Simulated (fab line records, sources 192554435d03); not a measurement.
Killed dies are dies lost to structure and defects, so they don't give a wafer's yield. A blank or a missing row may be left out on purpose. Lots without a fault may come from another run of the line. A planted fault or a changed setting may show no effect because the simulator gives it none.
Split-lot experiment | flow n5_finfet | 7 lots, 21 wafers read, on a route of 1938 steps

THE SPLIT
At N5_BEOL_M6_TRENCH_ETCH_37 (etches SiCOH lowk in C4F6/O2, target depth 94.435 nm, time 31.5 s), the setting source_w was moved away from the recipe's 345 W on 3 of the 21 wafers read, by -14.8% to +15.3%. The other wafers ran this setting at the recipe's value.

The reading is taken at the split's own step.

THE READING
rf_vpp_V, in V, at N5_BEOL_M6_TRENCH_ETCH_37 (etches SiCOH lowk in C4F6/O2, target depth 94.435 nm, time 31.5 s). Fault-free wafers of this fab line usually give 659 V, standard deviation 11 V.

wafer  | tool, chamber at the split | source_w as run, W | against the recipe | rf_vpp_V, V | against lot-mates on the recipe
L074.3 | rie_diel-04, 1             | 345                | recipe             | 662         | -
L074.4 | rie_diel-04, 2             | 345                | recipe             | 652         | -
L074.6 | rie_diel-04, 0             | 345                | recipe             | 676         | -
L075.3 | rie_diel-05, 3             | 345                | recipe             | 643         | -
L075.4 | rie_diel-05, 1             | 345                | recipe             | 646         | -
L075.6 | rie_diel-05, 2             | 293.9              | -14.8%             | 711         | +66
L082.2 | rie_diel-04, 2             | 397.8              | +15.3%             | 607         | -66
L082.3 | rie_diel-04, 1             | 345                | recipe             | 663         | -
L082.5 | rie_diel-04, 3             | 345                | recipe             | 683         | -
L083.1 | rie_diel-05, 2             | 345                | recipe             | 665         | -
L083.5 | rie_diel-05, 2             | 345                | recipe             | 667         | -
L083.6 | rie_diel-05, 1             | 345                | recipe             | 647         | -
L087.3 | rie_diel-05, 2             | 345                | recipe             | 667         | -
L087.4 | rie_diel-05, 3             | 345                | recipe             | 643         | -
L087.6 | rie_diel-05, 3             | 309                | -10.4%             | 680         | +25
L092.4 | rie_diel-05, 0             | 345                | recipe             | 655         | -
L092.5 | rie_diel-05, 2             | 345                | recipe             | 665         | -
L092.6 | rie_diel-05, 1             | 345                | recipe             | 646         | -
L091.2 | rie_diel-03, 3             | 345                | recipe             | 670         | -
L091.4 | rie_diel-03, 2             | 345                | recipe             | 668         | -
L091.6 | rie_diel-03, 3             | 345                | recipe             | 670         | -

THE FIT
A straight line over all 21 wafers: rf_vpp_V changes by -3.16 V for each +1% of source_w; r = -0.82; the points scatter about the line by 12 V.
The same after taking each lot's own level away (the mean of its wafers on the recipe; 21 wafers): -4.02 V for each +1%; r = -0.92; scatter 9 V.
On that fit, the largest move of source_w shifts the reading by 62 V.
The lots' own levels span 644.5 to 673.0 V, that is 2.6 times the standard deviation above.
So the lot-to-lot level changes the slope: the two fits differ.
Check: with one of the wafers moved furthest among these (+15.3%) left out of the fit, the line predicts -58.6 V for it against its lot-mates. It came out at -66 V against them.
Tool readings at the split's step, against how far the setting was moved: rf_vpp_V r = -0.82.

OTHER SPLITS ON THESE WAFERS
These wafers also went through other splits before the reading. Each is held against what the fit with the lots' levels taken away leaves over:
other split on the same wafers | wafers away from the commonest value | r with rf_vpp_V (lot level and that fit taken away)
N5_BEOL_M6_EXPOSE_08 dose_mj   | 9                                    | +0.31

THE FILE'S OWN FIT
rf_vpp_V changes by -4.02 V for each +1% of source_w, r = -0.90.
